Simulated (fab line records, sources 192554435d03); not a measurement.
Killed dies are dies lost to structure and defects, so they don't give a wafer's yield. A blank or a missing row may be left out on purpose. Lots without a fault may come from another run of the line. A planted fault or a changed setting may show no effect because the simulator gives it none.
fab line records | flow n5_finfet
record lots=7 wafers=39
route steps=1938 shown FIN_SAQP@100 SD_EPI_N@279 GATE_CUT@490 BEOL_M1@800
start_h: hours from the record's first day to the start of the lot's first wafer shown | wait_h: hours since the lot's step before | " the same as in the row above | L1.1+2: a row that stands for several wafers | - no value, or no start given | * or withheld: withheld | < > ~ a bound
route shown NAME@n: a module of which the file shows steps, and the number in the route of the first | usual: mean/standard deviation of fault-free wafers | same: alike in all rows | chamber/n: place in a boat | sites: the reading at each site | _std_site: their standard deviation | _edge_site: outer sites' mean less inner sites' | radius_mm: how far each site lies from the wafer's centre | mask NAME#n: copy n | behind: the tool/chamber that last shaped the wafer | hold: why the lot was held/for how many hours/how that ended | device: the transistor (n, p or np) that didn't switch | end of line: the same wafers' tests at the end of the route | a step without rows: its recipe alone | killed: dies lost to structure and defects at the first sort, not the wafer's yield | map: a wafer's dies, x killed, . not, _ none there
set.NAME: the setting as run; set.NAME@STEP: as run at that earlier step | model.NAME: the simulator's own value behind a step, which no gauge read
lots whose settings were changed on purpose; a table a step, a row a wafer
## steps
# step N5_FIN_SAQP_PECVD_06
# recipe material=a-Si target_thk_a=600 temp_c=400 precursor=SiH4/He pressure_torr=3 rf_w=100 time_s=48.1
# columns lot.wafer tool chamber start_h wait_h set.time_s model.a-Si_of_FIN_SAQP_PECVD_06.thk_nm
L076.1 pecvd-03 1 33.95 0.0 22.31 27.64
L076.2 " 0 " " 22.31 26.79
L076.3 " 2 " " 48.1 58.29
L076.4 " 2 " " 22.31 26.69
L076.5 " 1 " " 48.1 61.28
L076.6 " 0 " " 48.1 61.1
L078.1 pecvd-03 2 48.73 0.0 48.1 59.87
L078.2 " 1 " " 48.1 60.83
L078.3 " 0 " " 48.1 60.85
L078.4 " 0 " " 48.1 61.93
L078.5 " 1 " " 48.1 61.78
L078.6 " 2 " " 48.1 61.12
L079.1 pecvd-04 0 51.28 0.0 36.93 45.78
L079.2 " 1 " " 48.1 60.3
L079.3 " 2 " " 48.1 59.32
L079.4 " 1 " " 48.1 60.25
L079.5 " 2 " " 36.93 46.5
L079.6 " 0 " " 36.93 47.05
L081.1 pecvd-01 2 64.36 0.0 24.15 28.88
L081.2 " 1 " " 24.15 30.08
L081.3 " 0 " " 24.15 29.42
L081.4 " 0 " " 48.1 60.49
L081.5 " 2 " " 48.1 59.82
L081.6 " 1 " " 48.1 60.27
L083.1 pecvd-03 1 76.85 0.0 48.1 59.4
L083.2 " 0 " " 73.03 90.31
L083.3 " 0 " " 73.03 91.57
L083.4 " 1 " " 48.1 60.29
L083.5 " 0 " " 48.1 59.67
L083.6 " 1 " " 73.03 91.58
L087.1 pecvd-04 2 100.30 0.0 48.1 59.41
L087.2 " 0 " " 48.1 59.92
L087.3 " 1 " " 37.19 45.26
L087.4 " 1 " " 48.1 60.33
L087.5 " 0 " " 37.19 47.48
L087.6 " 2 " " 37.19 46.04
L090.3 pecvd-01 1 118.53 0.0 48.1 60.06
L090.5 " 0 " " 48.1 60.75
L090.6 " 1 " " 48.1 60.54
# step N5_FIN_SAQP_THK_MEAS_07
# usual thk_nm=60.2/0.82
# columns lot.wafer tool chamber start_h wait_h set.time_s@FIN_SAQP_PECVD_06 thk_nm
L076.1 film_metro-01 - 34.04 0.1 22.31 27.7
L076.2 " - " " 22.31 26.8
L076.3 " - " " 48.1 58.3
L076.4 " - " " 22.31 26.7
L076.5 " - " " 48.1 61.3
L076.6 " - " " 48.1 61.0
L078.1 film_metro-01 - 48.81 0.1 48.1 59.9
L078.2 " - " " 48.1 60.8
L078.3 " - " " 48.1 60.9
L078.4 " - " " 48.1 61.9
L078.5 " - " " 48.1 61.8
L078.6 " - " " 48.1 61.1
L079.1 film_metro-02 - 51.36 0.1 36.93 45.8
L079.2 " - " " 48.1 60.2
L079.3 " - " " 48.1 59.4
L079.4 " - " " 48.1 60.2
L079.5 " - " " 36.93 46.5
L079.6 " - " " 36.93 47.1
L081.1 film_metro-01 - 64.45 0.1 24.15 28.9
L081.2 " - " " 24.15 30.1
L081.3 " - " " 24.15 29.4
L081.4 " - " " 48.1 60.5
L081.5 " - " " 48.1 59.9
L081.6 " - " " 48.1 60.3
L083.1 film_metro-01 - 76.97 0.1 48.1 59.4
L083.2 " - " " 73.03 90.4
L083.3 " - " " 73.03 91.6
L083.4 " - " " 48.1 60.3
L083.5 " - " " 48.1 59.7
L083.6 " - " " 73.03 91.5
L087.1 film_metro-01 - 100.39 0.1 48.1 59.4
L087.2 " - " " 48.1 59.9
L087.3 " - " " 37.19 45.2
L087.4 " - " " 48.1 60.3
L087.5 " - " " 37.19 47.4
L087.6 " - " " 37.19 46.0
L090.3 film_metro-01 - 118.62 0.1 48.1 60.1
L090.5 " - " " 48.1 60.8
L090.6 " - " " 48.1 60.5
# step N5_FIN_SAQP_HM_DEP_72
# recipe material=SiO2 target_thk_a=120 temp_c=400 precursor=SiH4/N2O pressure_torr=0.75 rf_w=275 time_s=7.2
# step N5_FIN_SAQP_COAT_49
# recipe resist=SOC temp_c=250 time_s=60 spin_rpm=1500 resist_thk_nm=100
# step N5_FIN_SAQP_HM_OPEN_73
# recipe chemistry=CHF3/O2 target=SiO2 stop_on=a-Si target_depth_a=120 over_etch_frac=1.8 mask_material=SOC time_s=16.8 pressure_mtorr=30 source_w=650 bias_w=170 Ar_flow_sccm=200 CHF3_flow_sccm=50 O2_flow_sccm=5 ion_energy_ev=200 ends=end_point
# step N5_FIN_SAQP_STRIP_74
# recipe chemistry=CHF3/O2 resist=SiARC rf_frequency_hz=6e+07
# step N5_FIN_SAQP_MANDREL_ETCH_22
# recipe target_depth_a=600 chemistry=HBr/Cl2 target=a-Si stop_on=SiNx bt_time_s=10 over_etch_frac=0.5 time_s=30 pressure_mtorr=10 icp_w=800 bias_w=75 HBr_flow_sccm=150 Cl2_flow_sccm=80 ends=end_point
# usual oes_product_au=0.762/0.016
# columns lot.wafer tool chamber start_h wait_h set.time_s@FIN_SAQP_PECVD_06 oes_product_au model.etch.depth_nm
L076.1 rie_si-03 2 34.91 0.0 22.31 0.497 27.58
L076.2 " 0 " " 22.31 0.516 26.79
L076.3 " 3 " " 48.1 0.717 58.26
L076.4 " 1 " " 22.31 0.508 26.68
L076.5 " 1 " " 48.1 0.767 61.22
L076.6 " 2 " " 48.1 0.757 61.08
L078.1 rie_si-04 2 49.72 0.0 48.1 0.776 59.87
L078.2 " 3 " " 48.1 0.794 60.75
L078.3 " 0 " " 48.1 0.782 60.85
L078.4 " 1 " " 48.1 0.785 61.93
L078.5 " 1 " " 48.1 0.784 61.78
L078.6 " 0 " " 48.1 0.776 61.04
L079.1 rie_si-02 2 52.10 0.0 36.93 0.646 45.77
L079.2 " 0 " " 48.1 0.777 60.18
L079.3 " 3 " " 48.1 0.769 59.29
L079.4 " 1 " " 48.1 0.766 60.25
L079.5 " 0 " " 36.93 0.661 46.47
L079.6 " 3 " " 36.93 0.662 47.05
L081.1 rie_si-03 0 65.32 0.0 24.15 0.532 28.88
L081.2 " 2 " " 24.15 0.520 30
L081.3 " 1 " " 24.15 0.530 29.4
L081.4 " 3 " " 48.1 0.737 60.49
L081.5 " 1 " " 48.1 0.754 59.82
L081.6 " 2 " " 48.1 0.752 60.27
L083.1 rie_si-02 0 78.00 0.0 48.1 0.760 59.37
L083.2 " 2 " " 73.03 0.972 87.6
L083.3 " 1 " " 73.03 0.978 88.2
L083.4 " 3 " " 48.1 0.774 60.29
L083.5 " 1 " " 48.1 0.765 59.55
L083.6 " 0 " " 73.03 0.987 88.6
L087.1 rie_si-03 3 101.20 0.0 48.1 0.738 59.41
L087.2 " 1 " " 48.1 0.764 59.89
L087.3 " 0 " " 37.19 0.655 45.19
L087.4 " 2 " " 48.1 0.750 60.33
L087.5 " 3 " " 37.19 0.653 47.48
L087.6 " 2 " " 37.19 0.629 46.04
L090.3 rie_si-03 0 120.06 0.0 48.1 0.775 60.05
L090.5 " 3 " " 48.1 0.741 60.72
L090.6 " 0 " " 48.1 0.776 60.54
# step N5_FIN_SAQP_ETCH_65
# recipe chemistry=CF4 target=SiO2 target_depth_a=40 ion_energy_ev=350 time_s=4.4 pressure_mtorr=10 icp_w=800 bias_w=400 cf4_flow_sccm=80
# columns lot.wafer tool chamber start_h wait_h set.time_s model.etch.depth_nm
L076.1 rie_si-04 3 37.01 0.1 6.307 5.721
L076.2 " 1 " " 6.307 6.053
L076.3 " 0 " " 6.307 5.904
L076.4 " 2 " " 4.4 4.048
L076.5 " 3 " " 4.4 4
L076.6 " 2 " " 4.4 4.087
L078.1 rie_si-04 2 51.61 0.1 4.4 4.015
L078.2 " 0 " " 4.4 4.083
L078.3 " 3 " " 6.554 5.854
L078.4 " 1 " " 6.554 6.216
L078.5 " 3 " " 4.4 3.937
L078.6 " 2 " " 6.554 5.929
L079.1 rie_si-03 1 55.77 0.1 4.4 3.849
L079.2 " 2 " " 2.637 2.283
L079.3 " 0 " " 4.4 3.969
L079.4 " 3 " " 2.637 2.386
L079.5 " 0 " " 2.637 2.379
L079.6 " 3 " " 4.4 4.002
L081.1 rie_si-03 2 67.22 0.1 4.4 3.862
L081.2 " 1 " " 4.4 3.835
L081.3 " 3 " " 4.4 4.017
L081.4 " 0 " " 4.4 3.971
L081.5 " 0 " " 4.4 3.942
L081.6 " 1 " " 4.4 3.841
L083.1 rie_si-03 3 80.51 0.1 4.4 4.076
L083.2 " 2 " " 6.204 5.523
L083.3 " 0 " " 6.204 5.642
L083.4 " 1 " " 4.4 3.91
L083.5 " 1 " " 6.204 5.446
L083.6 " 0 " " 4.4 4.004
L087.1 rie_si-02 3 103.36 0.1 3.663 3.304
L087.2 " 1 " " 3.663 3.261
L087.3 " 2 " " 3.663 3.224
L087.4 " 0 " " 4.4 3.998
L087.5 " 1 " " 4.4 3.92
L087.6 " 0 " " 4.4 4.018
L090.3 rie_si-02 3 122.36 0.1 4.4 3.949
L090.5 " 3 " " 4.4 3.94
L090.6 " 0 " " 4.4 4.043
# step N5_FIN_SAQP_MANDREL_ETCH_58
# recipe chemistry=HBr/Cl2 target=a-Si target_depth_a=450 bt_time_s=10 stop_on=SiNx mask_material=SiO2 over_etch_frac=0.8 time_s=27 pressure_mtorr=10 icp_w=800 bias_w=75 HBr_flow_sccm=150 Cl2_flow_sccm=80 ends=end_point
# step N5_FIN_SAQP_RECESS_63
# recipe chemistry=HF/NH3 target=SiO2 target_depth_a=180 afs_cycles=3 temp_c=30 sublimation_temp_c=180 sublimation_time_s=60
# step N5_FIN_SAQP_SRD_39
# recipe dry=ipa_marangoni time_s=30 temp_c=23 rinse_liquid=diw
# step N5_FIN_SAQP_INSPECT_40
# recipe inspect_instrument=brightfield mode=aei
# usual raw_defect_count=228/75
# columns lot.wafer tool chamber start_h wait_h set.time_s@FIN_SAQP_PECVD_06 raw_defect_count
L076.1 defect_inspect-01 - 38.99 0.0 22.31 267
L076.2 " - " " 22.31 222
L076.3 " - " " 48.1 191
L076.4 " - " " 22.31 490
L076.5 " - " " 48.1 284
L076.6 " - " " 48.1 170
L078.1 defect_inspect-02 - 53.86 0.0 48.1 156
L078.2 " - " " 48.1 239
L078.3 " - " " 48.1 164
L078.4 " - " " 48.1 159
L078.5 " - " " 48.1 163
L078.6 " - " " 48.1 128
L079.1 defect_inspect-02 - 58.03 0.0 36.93 162
L079.2 " - " " 48.1 173
L079.3 " - " " 48.1 178
L079.4 " - " " 48.1 214
L079.5 " - " " 36.93 118
L079.6 " - " " 36.93 143
L081.1 defect_inspect-01 - 69.29 0.0 24.15 194
L081.2 " - " " 24.15 174
L081.3 " - " " 24.15 125
L081.4 " - " " 48.1 165
L081.5 " - " " 48.1 177
L081.6 " - " " 48.1 184
L083.1 defect_inspect-01 - 82.94 0.0 48.1 288
L083.2 " - " " 73.03 1772
L083.3 " - " " 73.03 1820
L083.4 " - " " 48.1 283
L083.5 " - " " 48.1 312
L083.6 " - " " 73.03 1920
L087.1 defect_inspect-02 - 105.37 0.0 48.1 419
L087.2 " - " " 48.1 554
L087.3 " - " " 37.19 221
L087.4 " - " " 48.1 473
L087.5 " - " " 37.19 307
L087.6 " - " " 37.19 309
L090.3 defect_inspect-01 - 125.27 0.0 48.1 180
L090.5 " - " " 48.1 240
L090.6 " - " " 48.1 263
# step N5_SD_EPI_N_ETCH_16
# recipe chemistry=CHF3/O2 target=SiO2 target_depth_a=50 mask_material=SOC pressure_mtorr=30 source_w=650 bias_w=170 Ar_flow_sccm=200 CHF3_flow_sccm=50 O2_flow_sccm=5 ion_energy_ev=200
# columns lot.wafer tool chamber start_h wait_h set.target_depth_a model.etch.depth_nm model.SiARC_of_SD_EPI_N_COAT_33.thk_nm
L076.1 rie_diel-06 2 62.25 0.1 50 5.011 12
L076.2 " 0 " " 50 4.88 12.8
L076.3 " 1 " " 50 4.9 12.6
L076.4 " 3 " " 50 4.97 12
L076.5 " 3 " " 50 5.015 11.8
L076.6 " 0 " " 50 4.815 13
L078.1 rie_diel-02 0 77.80 0.1 77.84 7.909 10
L078.2 " 3 " " 50 4.993 12.6
L078.3 " 2 " " 77.84 7.803 10.6
L078.4 " 1 " " 77.84 7.934 9.8
L078.5 " 2 " " 50 5.036 12.4
L078.6 " 3 " " 50 5.002 12.4
L079.1 rie_diel-01 1 79.76 0.1 50 4.976 12.4
L079.2 " 2 " " 71.28 7.238 10.6
L079.3 " 0 " " 50 5.13 11.6
L079.4 " 1 " " 50 4.972 12.4
L079.5 " 0 " " 71.28 7.251 10.2
L079.6 " 2 " " 71.28 7.231 10.6
L081.1 rie_diel-01 0 91.55 0.1 75.17 7.609 10.2
L081.2 " 3 " " 75.17 7.397 11
L081.3 " 1 " " 50 4.926 12.6
L081.4 " 2 " " 50 4.996 12.6
L081.5 " 3 " " 50 4.903 13
L081.6 " 0 " " 75.17 7.58 10.2
L083.1 rie_diel-02 2 109.39 0.1 50 5.049 12.4
L083.2 " 0 " " 50 5.001 12.2
L083.3 " 1 " " 50 5.137 12
L083.4 " 3 " " 50 5.051 12.6
L083.5 " 2 " " 50 4.976 12.6
L083.6 " 3 " " 50 5.037 12.4
L087.1 rie_diel-02 0 131.07 0.1 50 5.001 12
L087.2 " 2 " " 25.17 2.499 13.8
L087.3 " 3 " " 25.17 2.533 14
L087.4 " 1 " " 50 5.043 11.8
L087.5 " 0 " " 50 5.001 12.2
L087.6 " 1 " " 25.17 2.553 13.6
L090.3 rie_diel-06 1 148.19 0.1 50 4.943 12.6
L090.5 " 3 " " 50 5.071 11.8
L090.6 " 2 " " 50 5.047 12.2
# step N5_GATE_CUT_DESCUM_18
# recipe chemistry=O2 time_s=7 source_power_w=50 bias_power_w=20 pressure_mtorr=20 rf_frequency_hz=2.712e+07 temp_c=40 resist=CAR-EUV o2_flow_sccm=225
# columns lot.wafer tool chamber start_h wait_h set.time_s model.CAR-EUV_of_GATE_CUT_COAT_07.thk_nm
L076.1+5 rie_diel-05 3,2 98.81 0.0 3.271 27.8
L076.2+4 " 1,2 " " 7 26.2
L076.3 " 0 " " 7 26
L076.6 " 1 " " 3.271 28
L078.1+5+6 rie_diel-03 1,0,3 112.51 0.1 7 26
L078.2+3+4 " 3,2,0 " " 9.602 24.6
L079.1+2 rie_diel-04 1,0 113.38 0.0 4.163 27.6
L079.3 " 2 " " 4.163 27.4
L079.4+5+6 " 3,2,3 " " 7 26.2
L081.1+4+6 rie_diel-04 3,1,3 127.80 0.2 9.239 25
L081.2+3 " 2,0 " " 7 26.2
L081.5 " 2 " " 7 26
L083.1+3+5 rie_diel-03 3,0,1 146.39 0.0 9.634 24.6
L083.2+4 " 1,2 " " 7 26
L083.6 " 0 " " 7 25.8
L087.1+3+4 rie_diel-04 0,1,2 163.78 0.0 7 26
L087.2+5+6 " 3,0,1 " " 10.03 24.6
L090.3+5+6 rie_diel-05 1,1,0 182.01 0.2 7 26.2
# step N5_GATE_CUT_ETCH_28
# recipe chemistry=N2/H2 target=underlayer target_depth_a=130 mask_material=CAR-EUV time_s=10.4 ion_energy_ev=200 pressure_mtorr=30 source_w=840 bias_w=150 n2_flow_sccm=200 h2_flow_sccm=200 ends=cleared
# step N5_GATE_CUT_ETCH_36
# recipe chemistry=CF4 target=SiARC target_depth_a=130 mask_material=CAR-EUV time_s=21.7 ion_energy_ev=80 pressure_mtorr=40 source_w=545 bias_w=36 Ar_flow_sccm=100 cf4_flow_sccm=100 ends=cleared
# columns lot.wafer tool chamber start_h wait_h set.time_s@GATE_CUT_DESCUM_18 model.CAR-EUV_of_GATE_CUT_COAT_07.thk_nm
L076.1 rie_diel-05 3 98.86 0.0 3.271 8.6
L076.2+3+4 " 1,0,2 " " 7 7
L076.5+6 " 2,1 " " 3.271 8.8
L078.1+5+6 rie_diel-03 1,0,3 112.56 0.0 7 6.8
L078.2+3 " 3,2 " " 9.602 5.6
L078.4 " 0 " " 9.602 5.4
L079.1+2 rie_diel-04 1,0 113.43 0.0 4.163 8.4
L079.3 " 2 " " 4.163 8.2
L079.4+5+6 " 3,2,3 " " 7 6.8
L081.1+4+6 rie_diel-04 3,1,3 127.85 0.0 9.239 5.8
L081.2+5 " 2 " " 7 6.8
L081.3 " 0 " " 7 7.2
L083.1 rie_diel-03 3 146.45 0.0 9.634 5.6
L083.2+6 " 1,0 " " 7 6.8
L083.3+5 " 0,1 " " 9.634 5.4
L083.4 " 2 " " 7 7
L087.1+3 rie_diel-04 0,1 163.83 0.0 7 7
L087.2+6 " 3,1 " " 10.03 5.4
L087.4 " 2 " " 7 6.8
L087.5 " 0 " " 10.03 5.6
L090.3+5+6 rie_diel-05 1,1,0 182.06 0.0 7 7
# step N5_BEOL_M1_TRENCH_ETCH_37
# recipe chemistry=C4F6/O2 target_depth_a=552.07 target=SiOC time_s=29 ion_energy_ev=250 pressure_mtorr=30 source_w=355 bias_w=185 Ar_flow_sccm=300 C4F6_flow_sccm=10 O2_flow_sccm=10
# columns lot.wafer tool chamber start_h wait_h set.target_depth_a model.BEOL_M1.feature_depth_nm model.etch.depth_nm model.TiN_of_BEOL_M1_HM_DEP_02.thk_nm
L076.1 rie_diel-04 0 - - 230.9 23.4 23.32 19
L076.2 " 1 " " 552.07 55.2 55.13 17.8
L076.3 " 3 " " 552.07 55.2 55.23 18.2
L076.4 " 2 " " 230.9 23.4 23.46 19.4
L076.5 " 1 " " 552.07 55 54.99 18.2
L076.6 " 0 " " 230.9 23.2 23.22 19.6
L078.1 rie_diel-05 1 - - 552.07 52.8 52.71 18.4
L078.2 " 0 " " 552.07 56 56.07 18.4
L078.3 " 2 " " 552.07 55 55.1 18.4
L078.4 " 3 " " 552.07 55.2 55.24 18.2
L078.5 " 3 " " 552.07 55.2 55.22 18.2
L078.6 " 0 " " 552.07 55.8 55.81 18.4
L079.1 rie_diel-04 2 - - 552.07 55 55.05 17.6
L079.2 " 3 " " 552.07 54.6 54.64 17.6
L079.3 " 1 " " 778.4 76.4 76.45 16.4
L079.4 " 0 " " 778.4 77.8 77.75 16.6
L079.5 " 1 " " 778.4 76 75.95 16.8
L079.6 " 2 " " 552.07 55.4 55.4 17.6
L081.1 rie_diel-03 1 - - 552.07 55.8 55.75 17.8
L081.2 " 2 " " 552.07 55.2 55.29 17.6
L081.3 " 0 " " 552.07 54.8 54.87 17.8
L081.4 " 0 " " 552.07 54.6 54.67 17.8
L081.5 " 1 " " 552.07 55.6 55.69 18
L081.6 " 2 " " 552.07 55 55.08 17.8
L083.1 rie_diel-03 1 - - 552.07 55.8 55.88 18
L083.2 " 2 " " 552.07 54.8 54.71 18.2
L083.3 " 3 " " 552.07 57.2 57.12 18
L083.4 " 0 " " 552.07 55 55.03 17.8
L083.5 " 0 " " 552.07 55.2 55.13 18.2
L083.6 " 3 " " 552.07 57.8 57.76 18
L087.1 rie_diel-04 1 - - 552.07 54 53.98 18
L087.2 " 2 " " 689.6 69.2 69.12 17.2
L087.3 " 3 " " 689.6 68.8 68.8 17.2
L087.4 " 0 " " 689.6 69 69.06 17.4
L087.5 " 3 " " 552.07 55.2 55.13 18
L087.6 " 0 " " 552.07 55.6 55.54 18
L090.3 rie_diel-03 1 - - 552.07 55.6 55.66 18.2
L090.5 " 3 " " 552.07 57 56.98 17.8
L090.6 " 2 " " 552.07 55 54.9 18.4
# step N5_BEOL_M1_ETCH_41
# recipe chemistry=CH3F/O2 target=SiCN target_depth_a=319 taper_deg=2 time_s=57.8 ion_energy_ev=120 mask_material=TiN pressure_mtorr=30 source_w=395 bias_w=75 Ar_flow_sccm=150 CH3F_flow_sccm=30 O2_flow_sccm=20
# step N5_BEOL_M1_STRIP_97
# recipe chemistry=N2/H2 time_s=10 power_w=450 temp_c=40 pressure_mtorr=20 rf_frequency_hz=6e+07 bias_power_w=7 n2_flow_sccm=200 h2_flow_sccm=200
# step N5_BEOL_M1_OCD_MEAS_38
# usual trench_depth_nm=55.2/1.1
# columns lot.wafer tool chamber start_h wait_h set.target_depth_a@BEOL_M1_TRENCH_ETCH_37 trench_depth_nm
L076.1 ocd-01 - 144.49 - 230.9 23.2
L076.2 " - " " 552.07 55.3
L076.3 " - " " 552.07 55.4
L076.4 " - " " 230.9 23.3
L076.5 " - " " 552.07 54.7
L076.6 " - " " 230.9 23.6
L078.1 ocd-02 - 157.43 - 552.07 52.6
L078.2 " - " " 552.07 56.3
L078.3 " - " " 552.07 54.9
L078.4 " - " " 552.07 55.3
L078.5 " - " " 552.07 55.5
L078.6 " - " " 552.07 55.7
L079.1 ocd-02 - 157.91 - 552.07 54.3
L079.2 " - " " 552.07 54.6
L079.3 " - " " 778.4 76.2
L079.4 " - " " 778.4 77.6
L079.5 " - " " 778.4 76.0
L079.6 " - " " 552.07 55.5
L081.1 ocd-01 - 168.79 - 552.07 56.0
L081.2 " - " " 552.07 55.5
L081.3 " - " " 552.07 54.6
L081.4 " - " " 552.07 54.8
L081.5 " - " " 552.07 55.6
L081.6 " - " " 552.07 54.8
L083.1 ocd-02 - 185.44 - 552.07 56.0
L083.2 " - " " 552.07 54.8
L083.3 " - " " 552.07 57.4
L083.4 " - " " 552.07 55.2
L083.5 " - " " 552.07 55.0
L083.6 " - " " 552.07 58.1
L087.1 ocd-01 - 206.02 - 552.07 53.9
L087.2 " - " " 689.6 69.0
L087.3 " - " " 689.6 69.1
L087.4 " - " " 689.6 69.3
L087.5 " - " " 552.07 55.2
L087.6 " - " " 552.07 55.8
L090.3 ocd-01 - 220.04 - 552.07 55.8
L090.5 " - " " 552.07 57.1
L090.6 " - " " 552.07 55.2
## key
split step=N5_FIN_SAQP_PECVD_06 setting=time_s stated=48.1 by=wafer
response step=N5_FIN_SAQP_PECVD_06 reading=model.a-Si_of_FIN_SAQP_PECVD_06.thk_nm change=+0.611 per=1% r=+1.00
response step=N5_FIN_SAQP_THK_MEAS_07 reading=thk_nm change=* per=1% r=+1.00
response step=N5_FIN_SAQP_MANDREL_ETCH_22 reading=oes_product_au change=+0.00438 per=1% r=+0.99
response step=N5_FIN_SAQP_MANDREL_ETCH_22 reading=model.etch.depth_nm change=+0.594 per=1% r=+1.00
response step=N5_FIN_SAQP_INSPECT_40 reading=raw_defect_count shape=bent at_lowest=326 at_stated=240 at_highest=1837
split step=N5_FIN_SAQP_ETCH_65 setting=time_s stated=4.4 by=wafer
response step=N5_FIN_SAQP_ETCH_65 reading=model.etch.depth_nm change=+0.0403 per=1% r=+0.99
split step=N5_SD_EPI_N_ETCH_16 setting=target_depth_a stated=50 by=wafer
response step=N5_SD_EPI_N_ETCH_16 reading=model.etch.depth_nm change=+0.0512 per=1% r=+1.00
response step=N5_SD_EPI_N_ETCH_16 reading=model.SiARC_of_SD_EPI_N_COAT_33.thk_nm change=-0.0408 per=1% r=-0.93
split step=N5_GATE_CUT_DESCUM_18 setting=time_s stated=7 by=wafer
response step=N5_GATE_CUT_DESCUM_18 reading=model.CAR-EUV_of_GATE_CUT_COAT_07.thk_nm change=-0.034 per=1% r=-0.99
response step=N5_GATE_CUT_ETCH_36 reading=model.CAR-EUV_of_GATE_CUT_COAT_07.thk_nm change=-0.0348 per=1% r=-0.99
split step=N5_BEOL_M1_TRENCH_ETCH_37 setting=target_depth_a stated=552.07 by=wafer
response step=N5_BEOL_M1_TRENCH_ETCH_37 reading=model.BEOL_M1.feature_depth_nm change=+0.544 per=1% r=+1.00
response step=N5_BEOL_M1_TRENCH_ETCH_37 reading=model.etch.depth_nm change=+0.543 per=1% r=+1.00
response step=N5_BEOL_M1_TRENCH_ETCH_37 reading=model.TiN_of_BEOL_M1_HM_DEP_02.thk_nm change=-0.0234 per=1% r=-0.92
response step=N5_BEOL_M1_OCD_MEAS_38 reading=trench_depth_nm change=+0.544 per=1% r=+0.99
